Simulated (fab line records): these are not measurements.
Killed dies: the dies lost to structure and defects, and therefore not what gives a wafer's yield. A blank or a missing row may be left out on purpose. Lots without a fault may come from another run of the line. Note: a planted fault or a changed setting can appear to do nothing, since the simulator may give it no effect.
Which tool did it? -- flow n5Finfet -- 72 wafers from 24 lots sampled at 2 of the route's 1938 steps

WHAT THE GAUGES SHOWED, per wafer
N5_BEOL_M15_OVL_MEAS_29. Usual: M15_OVL 4 nm, standard deviation 5.6.
lot,measured,on,M15_OVL (nm),flag
L074,day 11 13:45,overlay-02,6 8 12,
L075,day 11 23:12,overlay-02,5 10 16,
L077,day 12 06:31,overlay-01,-13 -5 -2,
L076,day 12 14:44,overlay-01,-8 4 -8,
L078,day 13 02:30,overlay-01,9 3 10,
L079,day 13 13:14,overlay-02,11 14 3,
L080,day 14 01:33,overlay-01,12 3 5,
L081,day 14 04:32,overlay-02,4 1 10,
L082,day 14 04:57,overlay-01,6 -2 6,
L084,day 14 10:02,overlay-01,2 2 -1,
L085,day 14 21:29,overlay-02,2 6 3,
L083,day 14 21:51,overlay-02,11 4 10,
L086,day 14 23:45,overlay-01,1 1 1,
L088,day 15 13:35,overlay-01,-1 8 1,
L087,day 15 13:51,overlay-01,4 7 -2,
L090,day 15 17:47,overlay-02,8 8 12,
L089,day 15 23:29,overlay-01,1 -3 0,
L091,day 16 07:15,overlay-02,8 5 7,
L092,day 16 09:38,overlay-01,-2 10 8,
L093,day 16 19:40,overlay-01,5 3 8,
L094,day 17 02:25,overlay-02,-1 13 -6,
L095,day 17 08:11,overlay-02,3 0 0,
L096,day 17 13:33,overlay-01,5 5 7,
L097,day 17 16:30,overlay-02,-3 -3 7,

EACH LOT AND THE TOOL THAT RAN IT (in order: tool; ch and the chambers of the sampled wafers; start)
lot,N5_BEOL_M15_ETCH_57
L074,"rieDiel-03 ch 1,2,3, day 11 12:57"
L075,"rieDiel-02 ch 1,2,3, day 11 22:23"
L077,"rieDiel-02 ch 2,3, day 12 05:36"
L076,"rieDiel-02 ch 1,2,3, day 12 14:11"
L078,"rieDiel-03 ch 0,2,3, day 13 01:34"
L079,"rieDiel-02 ch 0,1, day 13 12:26"
L080,"rieDiel-03 ch 1,2,3, day 14 00:37"
L081,"rieDiel-02 ch 0,1, day 14 03:36"
L082,"rieDiel-05 ch 0,1,3, day 14 04:01"
L084,"rieDiel-05 ch 0,1, day 14 09:14"
L085,"rieDiel-02 ch 0,1, day 14 20:34"
L083,"rieDiel-02 ch 0,2,3, day 14 21:02"
L086,"rieDiel-03 ch 0,1,3, day 14 22:57"
L088,"rieDiel-03 ch 2,3, day 15 12:46"
L087,"rieDiel-05 ch 0,2, day 15 13:03"
L090,"rieDiel-02 ch 0,1, day 15 16:52"
L089,"rieDiel-05 ch 0,2, day 15 22:41"
L091,"rieDiel-05 ch 1,2,3, day 16 06:19"
L092,"rieDiel-03 ch 2,3, day 16 08:49"
L093,"rieDiel-03 ch 0,2,3, day 16 18:52"
L094,"rieDiel-02 ch 0,1,2, day 17 01:29"
L095,"rieDiel-02 ch 1,2,3, day 17 07:23"
L096,"rieDiel-03 ch 0,3, day 17 12:37"
L097,"rieDiel-02 ch 0,2,3, day 17 15:41"
- N5_BEOL_M15_ETCH_57: etches SOC in N2/H2, time 750 s.

WHAT THE TOOLS THEMSELVES READ (means of the sampled wafers that have a number; where no wafer has one, the mark that the record gives instead)
N5_BEOL_M15_ETCH_57. Usual: drypumpMotorCurrentA 5.8 A, standard deviation 0.53; oesProductAu 0.81 a.u., standard deviation 0.1; rfVppV 524.9 V, standard deviation 2.1; showerheadPlenumPTorr 2.58 Torr, standard deviation 0.068; throttleValvePct 17.70 %, standard deviation 0.26.
lot,tool,drypumpMotorCurrentA (A),oesProductAu (a.u.),rfVppV (V),showerheadPlenumPTorr (Torr),throttleValvePct (%),flag
L074,rieDiel-03,5.4,0.79,525.5,2.58,17.92,
L075,rieDiel-02,6.2,0.80,525.7,2.64,17.59,
L077,rieDiel-02,6.0,0.83,528.4,2.68,17.49,
L076,rieDiel-02,6.2,0.78,525.7,2.64,17.61,
L078,rieDiel-03,5.6,0.84,524.6,2.57,17.86,
L079,rieDiel-02,5.9,0.84,524.9,2.59,17.54,
L080,rieDiel-03,5.4,0.77,523.8,2.57,17.95,
L081,rieDiel-02,5.6,0.88,524.2,2.58,17.47,
L082,rieDiel-05,5.9,0.77,523.3,2.55,17.80,
L084,rieDiel-05,6.2,0.79,521.6,2.48,17.62,
L085,rieDiel-02,5.6,0.87,525.4,2.58,17.47,
L083,rieDiel-02,5.8,0.93,526.4,2.63,17.36,
L086,rieDiel-03,5.3,0.76,524.3,2.53,17.95,
L088,rieDiel-03,5.6,0.80,525.2,2.60,17.90,
L087,rieDiel-05,6.6,0.72,522.8,2.48,17.77,
L090,rieDiel-02,5.6,0.86,524.6,2.58,17.48,
L089,rieDiel-05,6.6,0.71,522.3,2.48,17.78,
L091,rieDiel-05,5.9,0.76,524.3,2.57,17.88,
L092,rieDiel-03,5.3,0.75,525.3,2.61,17.93,
L093,rieDiel-03,5.6,0.80,524.1,2.56,17.92,
L094,rieDiel-02,5.8,0.83,525.5,2.61,17.47,
L095,rieDiel-02,6.2,0.84,525.9,2.63,17.49,
L096,rieDiel-03,5.5,0.79,522.9,2.52,17.92,
L097,rieDiel-02,5.8,0.88,525.6,2.62,17.41,

THE ANSWER, worked out from the rows above alone
Rule: lot off if the mean of its wafers having a number is beyond 3 standard deviations from the usual mean. A lot without any number at a reading at which 4 lots or more have one is off too. Where the step has rows for the other lots, those lots are counted as sound. The gauges are gone through in route order, then the tools' own readings, and for those a lot's mean is taken as printed above. The first step at which some lot is off is used, and at that step the reading that is off furthest; a lot without a number counts as furthest.
Across all readings shown, no lot is off: no conclusion can be drawn from this.

WHAT HAD BEEN PUT IN BY THE SIMULATOR
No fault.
